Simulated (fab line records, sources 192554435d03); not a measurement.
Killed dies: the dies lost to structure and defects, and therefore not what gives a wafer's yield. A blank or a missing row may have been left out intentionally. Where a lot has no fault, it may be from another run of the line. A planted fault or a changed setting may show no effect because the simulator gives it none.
A struck lot beside a sound one | flow n5-finfet | 38 out of 1938 route steps
Sound: the wafers L270.1, L270.3, L270.4. Wafers struck: L282.1, L282.3, L282.5. The cause is named last.
At each step with rows: each side's tool, then ch and its chambers, then its first start. Under that, the readings that differ: sound wafers | struck wafers | difference of the means | sigmas: that difference in standard deviations of wafers without a fault.
alike: readings whose means differ by less than 2 such deviations, and words and numbers that are the same on both sides. not compared: withheld readings, readings that some wafer has no value for, bounds like >300 that may hide the same value, and numbers for which the record gives no deviation and whose values overlap.
The two part at a step that has a row with sigmas, a row that says differs or no value, or rows on one side only. Numbers that don't overlap but have no deviation are shown without sigmas and don't part them. A reading that every wafer of one side lacks parts them only if that side has two wafers or more.

first, 11 steps without rows for these wafers: N5_MOL_CONTACT_COAG_ETCH_106 (etches SOC in N2/H2, target depth 80 nm, overetch 16 nm, time 120 s); N5_MOL_CONTACT_COAG_STRIP_107 (strips in N2/H2); N5_MOL_CONTACT_COAG_STRIP_108 (strips in N2/H2); N5_MOL_CONTACT_COAG_CONTACT_ETCH_14 (etches SiO2 in C4F6/O2, target depth 27.5 nm, overetch 8.5 nm, time 20 s); N5_MOL_CONTACT_COAG_STRIP_109 (strips in C4F6/O2); N5_MOL_CONTACT_COAG_ETCH_15 (etches SiNx in CH3F/O2, stops on Si:P, target depth 7 nm); N5_MOL_CONTACT_COAG_ETCH_110 (etches Si in CF4/O2, target depth 2.5 nm, time 8 s); N5_MOL_CONTACT_COAG_STRIP_98 (strips in N2/H2); N5_MOL_CONTACT_COAG_IMPLANT_129; N5_MOL_CONTACT_COAG_PRECLEAN_111 (cleans in NF3:NH3, afs cycles 1, time 20 s, sublimation time 60 s); N5_MOL_CONTACT_COAG_TI_SIL_19 (material Ti, target thk 4.2 nm, time 15 s).
N5_MOL_CONTACT_COAG_ALD_20: deposits TiN, target thk 1.5 nm, pulse time 1 s, purge time 3 s.
  sound on ald-metal-02 ch 1,2,3, day 6 20:05; struck on ald-metal-02 ch 1,2,3, day 9 15:44
  alike: chamber-pressure-Torr, heater-power-w, precursor-pulse-height-rel
  not compared: since-wet-clean-h
then, 25 steps without rows for these wafers: N5_MOL_CONTACT_COAG_SIL_ANNEAL_21 (time 60 s); N5_MOL_CONTACT_COAG_PRE_CLEAN_141 (time 60 s); N5_MOL_CONTACT_COAG_SPUTTER_143 (material Co, target thk 2.5 nm); N5_MOL_CONTACT_COAG_CO_FILL_22 (material Co, precursor CCTBA/H2, target thk 20 nm); N5_MOL_CONTACT_COAG_ANNEAL_113 (time 300 s); N5_MOL_CONTACT_COAG_PRE_CLEAN_142 (time 60 s); N5_MOL_CONTACT_COAG_SPUTTER_130 (material Co, target thk 47.5 nm); N5_MOL_CONTACT_COAG_PRECLEAN_125 (cleans in DIW, time 57.5 s); N5_MOL_CONTACT_COAG_SRD_126 (dry time 32 s); N5_MOL_CONTACT_COAG_CMP_23 (polishes, stops on SiO2, t overpolish 1.5 s, target thk 0 nm); N5_MOL_CONTACT_COAG_WET_ETCH_26 (target Co, target depth 13 nm); N5_MOL_CONTACT_COAG_WET_ETCH_116 (etches the open film in SC1-inhibited, target depth 4.6 nm, rinse time 30 s); N5_MOL_CONTACT_COAG_ALD_27 (deposits SiOC, target thk 17 nm, pulse time 1.5 s, time 2720 s); N5_MOL_CONTACT_COAG_CMP_28 (polishes, stops on SiNx, t overpolish 0.85 s, target thk 14.522 nm); N5_MOL_CONTACT_COAG_ALD_123 (deposits SiNx, target thk 5 nm, pulse time 1 s, purge time 2 s); N5_MOL_CONTACT_COAG_PECVD_31 (deposits SiO2 from TEOS/O2, target thk 46 nm, time 8.9 s); N5_MOL_CONTACT_COAG_COAT_75 (time 60 s, resist thk 60 nm); N5_MOL_CONTACT_COAG_COAT_76 (time 60 s, resist thk 10 nm); N5_MOL_CONTACT_COAG_COAT_77 (time 60 s, resist thk 10 nm); N5_MOL_CONTACT_COAG_COAT_78 (resist thk 40 nm); N5_MOL_CONTACT_COAG_EBR_80; N5_MOL_CONTACT_COAG_SOFTBAKE_79 (time 60 s); N5_MOL_CONTACT_COAG_EXPOSE_81 (exposes mask VG, defocus 0 nm); N5_MOL_CONTACT_COAG_PEB_82 (peb time 60 s); N5_MOL_CONTACT_COAG_DEVELOP_83 (develop time 30 s).
-- here the record skips 7 days between the struck wafers' starts before and after, leaving off in module MOL_CONTACT_COAG and picking up in module PASSIVATION (first step shown: number 1936 of the route) --
N5_PASSIVATION_PROBE_49:
  the record has rows for the struck wafers here (prober-01, day 17 03:16) and none for the sound ones

WHERE THEY PART
Only at N5_PASSIVATION_PROBE_49, as far as this record shows.

WHY: the cause the simulator had injected
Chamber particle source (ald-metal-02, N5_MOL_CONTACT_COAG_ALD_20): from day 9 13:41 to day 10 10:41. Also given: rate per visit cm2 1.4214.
